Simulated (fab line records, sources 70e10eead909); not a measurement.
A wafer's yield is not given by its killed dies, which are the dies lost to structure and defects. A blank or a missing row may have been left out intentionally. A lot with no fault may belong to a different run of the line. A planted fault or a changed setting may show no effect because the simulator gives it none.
Matching of chambers | flow nand-harc | pecvd-01 running NHARC_A_STAIRCASE_DEP_156: 3 sister chambers
The step deposits SiNx, target thk 50 nm. 6 wafers are shown with their chamber, then 11 later ones without.

WAFERS PAIRED WITH THEIR CHAMBERS
wafer  | chamber | heater-power-w (W) | rf-fwd-power-W (W)
L082.1 | 0       | 743                | 449.1
L082.6 | 0       | 753                | 447.2
L083.2 | 1       | 704                | 447.8
L084.4 | 2       | 524                | 449.5
L084.5 | 1       | 734                | 447.8
L086.3 | 2       | 512                | 450.6

WAFERS WHOSE CHAMBER IS MISSING
wafer  | heater-power-w (W) | rf-fwd-power-W (W)
L086.4 | 785                | 450.7
L086.6 | 637                | 446.7
L087.1 | 674                | 445.9
L087.3 | 667                | 448.6
L087.4 | 543                | 448.2
L090.1 | 559                | 452.3
L090.3 | 753                | 446.1
L090.4 | 555                | 449.8
L097.1 | 743                | 448.5
L097.3 | 486                | 450.5
L097.6 | 481                | 447.1

WHICH CHAMBER EACH WENT THROUGH
wafer  | from the rows above     | in truth
L086.4 | can't be placed: 0 or 1 | 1
L086.6 | 1                       | 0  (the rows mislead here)
L087.1 | 1                       | 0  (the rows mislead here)
L087.3 | 1                       | 1
L087.4 | 2                       | 2
L090.1 | 2                       | 2
L090.3 | can't be placed: 0 or 1 | 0
L090.4 | 2                       | 2
L097.1 | can't be placed: 0 or 1 | 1
L097.3 | 2                       | 2
L097.6 | 2                       | 2
6 of 11 placed correctly. From these rows, 3 cannot be placed; in 3 the true chamber is one of the candidates. 2 placed wrongly.
How it was worked out, from the rows above alone: a wafer's distance from a chamber is the root of the sum, over the readings, of the square of ((its reading less the chamber's mean) divided by the reading's scatter). If the next closest chamber is less than 2 further off than the closest, the wafer can't be placed; otherwise it belongs to the closest. A chamber's mean is the mean of its shown wafers. The scatter: the root of (the sum of the squares of (reading less its chamber's mean) over the shown wafers, divided by (wafers less chambers)).
